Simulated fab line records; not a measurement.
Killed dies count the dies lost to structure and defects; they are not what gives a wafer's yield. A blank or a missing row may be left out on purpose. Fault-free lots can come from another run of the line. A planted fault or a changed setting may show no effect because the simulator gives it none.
2 desks looking at one fault / flow n5Finfet / each desk has only its own numbers; what lay behind them comes last

METROLOGY DESK
What the gauges read, lot by lot, whatever tool the lot ran on: means of the sampled wafers that have a number. The brackets show how far a lot's mean lies from the usual mean; more than 4 standard deviations puts the lot out of limits, marked OUT. Only the readings that lie furthest out on some lot appear, 7 of the 11 it has.
Columns: A = M2_OVL at N5_BEOL_M2_OVL_MEAS_12, usual 0.2 nm; B = DIBL_N at N5_BEOL_M4_RC_MEAS_101, usual 36.0 mV/V; C = DIBL_P at N5_BEOL_M4_RC_MEAS_101, usual 35.9 mV/V; D = IOFF_N at N5_BEOL_M4_RC_MEAS_101, usual 0.16 nA/um; E = IOFF_P at N5_BEOL_M4_RC_MEAS_101, usual 0.21 nA/um; F = SS_P at N5_BEOL_M4_RC_MEAS_101, usual 73.2 mV/dec; G = VT_N at N5_BEOL_M4_RC_MEAS_101, usual 250 mV
lot=L517; first seen here=day 7 16:20; A=-1.0; B=33.1; C=32.1; D=0.11; E=0.15; F=73.1; G=258
lot=L519; first seen here=day 8 13:05; A=0.2; B=40.7; C=39.7; D=0.22; E=0.26; F=74.2; G=247
lot=L521; first seen here=day 8 21:53; A=-0.6; B=37.3; C=37.0; D=0.17; E=0.20; F=73.6; G=250
lot=L523; first seen here=day 8 23:16; A=0.7; B=35.0; C=35.4; D=0.14; E=0.17; F=72.3; G=249
lot=L527; first seen here=day 9 19:53; A=0.8; B=36.8; C=36.0; D=0.16; E=0.23; F=72.8; G=250
lot=L525; first seen here=day 9 23:26; A=-0.1; B=35.2; C=35.7; D=0.15; E=0.19; F=73.0; G=248
lot=L526; first seen here=day 10 01:38; A=-0.1; B=34.8; C=33.0; D=0.14; E=0.17; F=72.4; G=251
lot=L532; first seen here=day 11 07:45; A=0.1; B=39.0; C=40.1; D=0.20; E=0.26; F=73.4; G=247
lot=L533; first seen here=day 11 11:46; A=-0.5; B=35.7; C=36.3; D=0.16; E=0.21; F=73.5; G=250
lot=L535; first seen here=day 12 05:09; A=-0.1; B=36.0; C=38.0; D=0.19; E=0.23; F=73.9; G=245
This desk's finding: nothing out of limits on any of the 10 lots.

THE TOOL OWNER'S DESK: rieDiel-04
The tool's own readings at N5_BEOL_M2_ETCH_63 (etches SiARC in CF4, target depth 15.6 nm, time 26 s): means of the sampled wafers that have a number, for each lot that ran on this tool. The brackets show how far a lot's mean lies from the usual mean; more than 4 standard deviations puts the lot out of limits, marked OUT.
Columns: A = cf4FlowSccm at N5_BEOL_M2_ETCH_63, usual 100.0 sccm; B = drypumpMotorCurrentA at N5_BEOL_M2_ETCH_63, usual 5.7 A; C = etchRfOnTimeS at N5_BEOL_M2_ETCH_63, usual 25.8 s; D = oesProductAu at N5_BEOL_M2_ETCH_63, usual 0.68 a.u.; E = rfVppV at N5_BEOL_M2_ETCH_63, usual 184.4 V; F = showerheadPlenumPTorr at N5_BEOL_M2_ETCH_63, usual 2.16 Torr; G = throttleValvePct at N5_BEOL_M2_ETCH_63, usual 15.57 %
lot=L521; first seen here=day 8 22:06; A=100.1; B=6.0; C=25.0; D=0.70; E=184.7; F=2.18; G=15.33
lot=L523; first seen here=day 8 23:40; A=100.2; B=6.2; C=26.1; D=0.69; E=184.1; F=2.10; G=15.35
lot=L527; first seen here=day 9 20:01; A=99.9; B=6.2; C=32.8 (+6.9) OUT; D=0.66; E=185.1; F=2.17; G=15.27
lot=L525; first seen here=day 9 23:34; A=100.1; B=5.8; C=33.2 (+7.4) OUT; D=0.57; E=185.7; F=2.14; G=15.43
lot=L526; first seen here=day 10 01:46; A=99.9; B=5.8; C=33.1 (+7.3) OUT; D=0.58; E=183.4; F=2.15; G=15.46
Finding of this desk: L525, L526, L527 out of limits; the first was L527 at day 9 20:01, on etchRfOnTimeS at N5_BEOL_M2_ETCH_63. L521, L523: within limits.

ALL TOGETHER
An alarm could have come from the tool owner's desk at day 9 20:01, on L525, L526, L527.
At the metrology desk, nothing out of limits was observed.
The metrology desk holds a record of L525, L526, L527, inside its limits.
On rieDiel-04, each named lot ran N5_BEOL_M2_ETCH_63.

WHAT HAD BEEN PUT IN BY THE SIMULATOR
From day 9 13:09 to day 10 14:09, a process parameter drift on rieDiel-04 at N5_BEOL_M2_ETCH_63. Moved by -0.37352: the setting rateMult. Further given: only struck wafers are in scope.
Struck lots among those shown: L525, L526, L527.
Hours from the fault's start to each desk's first reading out of limits: the tool owner's desk, 7.
